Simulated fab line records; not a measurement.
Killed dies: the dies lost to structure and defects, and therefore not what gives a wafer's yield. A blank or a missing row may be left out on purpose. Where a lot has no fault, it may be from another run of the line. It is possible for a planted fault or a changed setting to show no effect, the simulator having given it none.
Split-lot trial -- flow n5-finfet -- 39 wafers read across 7 lots, on a route 1938 steps long

== ON THE SPLIT ==
At N5_HKMG_FIN_ETCH_55 (etches SOC in N2/H2, target depth 240 nm, time 300 s), the setting bias-w was moved away from the recipe's 150 W on 12 of the 39 wafers read, by -6.5% to +13.9%. For the rest of the wafers, this setting stayed at what the recipe calls for.

The reading comes from the split's own step.

== THE READING ==
rf-vpp-V, in V, at N5_HKMG_FIN_ETCH_55 (etches SOC in N2/H2, target depth 240 nm, time 300 s). A value of 524.2 V with a standard deviation of 2.2 V is what fault-free wafers of this fab line usually give.

wafer,"tool, chamber at the split","bias-w as run, W",against the recipe,"rf-vpp-V, V",against lot-mates on the recipe
L074.1,"rie-diel-06, 3",167.6,+11.7%,560.9,+37.8
L074.2,"rie-diel-06, 0",167.6,+11.7%,561.4,+38.3
L074.3,"rie-diel-06, 1",167.6,+11.7%,564.2,+41.1
L074.4,"rie-diel-06, 2",150,recipe,523.6,-
L074.5,"rie-diel-06, 2",150,recipe,522.2,-
L074.6,"rie-diel-06, 3",150,recipe,523.4,-
L080.1,"rie-diel-02, 2",169.3,+12.9%,565.9,+40.3
L080.2,"rie-diel-02, 1",169.3,+12.9%,563.4,+37.8
L080.3,"rie-diel-02, 0",169.3,+12.9%,561.1,+35.5
L080.4,"rie-diel-02, 3",150,recipe,528.0,-
L080.5,"rie-diel-02, 1",150,recipe,524.0,-
L080.6,"rie-diel-02, 2",150,recipe,524.9,-
L081.1,"rie-diel-06, 2",150,recipe,522.6,-
L081.2,"rie-diel-06, 0",150,recipe,523.1,-
L081.3,"rie-diel-06, 3",150,recipe,523.1,-
L081.4,"rie-diel-06, 0",140.2,-6.5%,501.7,-21.2
L081.5,"rie-diel-06, 2",140.2,-6.5%,500.0,-22.9
L081.6,"rie-diel-06, 3",140.2,-6.5%,501.2,-21.7
L087.1,"rie-diel-06, 3",150,recipe,522.9,-
L087.2,"rie-diel-06, 0",150,recipe,524.5,-
L087.3,"rie-diel-06, 1",150,recipe,527.5,-
L087.4,"rie-diel-06, 2",150,recipe,521.0,-
L087.5,"rie-diel-06, 3",150,recipe,525.4,-
L087.6,"rie-diel-06, 0",150,recipe,524.6,-
L089.1,"rie-diel-02, 3",170.8,+13.9%,571.2,+46.7
L089.2,"rie-diel-02, 2",170.8,+13.9%,569.1,+44.6
L089.3,"rie-diel-02, 1",150,recipe,523.2,-
L089.4,"rie-diel-02, 1",150,recipe,521.2,-
L089.5,"rie-diel-02, 2",170.8,+13.9%,568.6,+44.1
L089.6,"rie-diel-02, 3",150,recipe,529.0,-
L091.1,"rie-diel-02, 1",150,recipe,522.4,-
L091.3,"rie-diel-02, 3",150,recipe,527.4,-
L091.5,"rie-diel-02, 0",150,recipe,528.3,-
L092.1,"rie-diel-04, 2",150,recipe,525.0,-
L092.2,"rie-diel-04, 1",150,recipe,523.6,-
L092.3,"rie-diel-04, 3",150,recipe,525.0,-
L092.4,"rie-diel-04, 0",150,recipe,523.9,-
L092.5,"rie-diel-04, 0",150,recipe,524.8,-
L092.6,"rie-diel-04, 1",150,recipe,523.9,-

FIT RESULTS
A straight line over all 39 wafers: rf-vpp-V changes by +3.23 V for each +1% of bias-w; r = +0.99; the points scatter about the line by 2.1 V.
The same after taking each lot's own level away (the mean of its wafers on the recipe; 39 wafers): +3.2 V for each +1%; r = +0.99; scatter 2.1 V.
According to that fit, moving bias-w by its largest amount changes the reading by 44 V.
Measured against the standard deviation above, the lots' own levels, which go from 522.93 to 526.03 V, span 1.4 times it.
Consequently the slope shifts little with the lot-to-lot level, the two slopes agreeing.
Check: for one of the wafers moved furthest among these (+13.9%), held out of the fit, the line's prediction against its lot-mates is +43.8 V. Against them it came out at +46.7 V.
Tool readings at the split's step, against how far the setting was moved: rf-vpp-V r = +0.99.

== ADDITIONAL SPLITS CARRIED BY THESE WAFERS ==
Before the reading, these wafers also passed through other splits. Each is held against what the fit with the lots' levels taken away leaves over:
other split on the same wafers,wafers away from the commonest value,r with rf-vpp-V (lot level and that fit taken away)
N5_DUMMY_GATE_ETCH_37 source-w,9,-0.15
N5_DUMMY_GATE_ETCH_31 target-depth-a,15,-0.11
N5_SD_EPI_N_LINER_46 target-thk-a,12,+0.00

== THE WHOLE CHAIN: every reading that the file lists as answering this split, in the file's order ==
step,what it does,reading,change (the file's fit),r (the file's)
N5_HKMG_FIN_ETCH_55,"etches SOC in N2/H2, target depth 240 nm, time 300 s",rf-vpp-V,+3.19 V for each +1% of the setting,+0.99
N5_HKMG_FIN_ETCH_55,"etches SOC in N2/H2, target depth 240 nm, time 300 s","SiARC_of_HKMG_FIN_COAT_42.thk-nm (the simulator's own value, which no gauge read)",-0.165 nm for each +1% of the setting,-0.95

== FILE'S OWN FIT ==
rf-vpp-V changes by +3.19 V for each +1% of bias-w, r = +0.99.
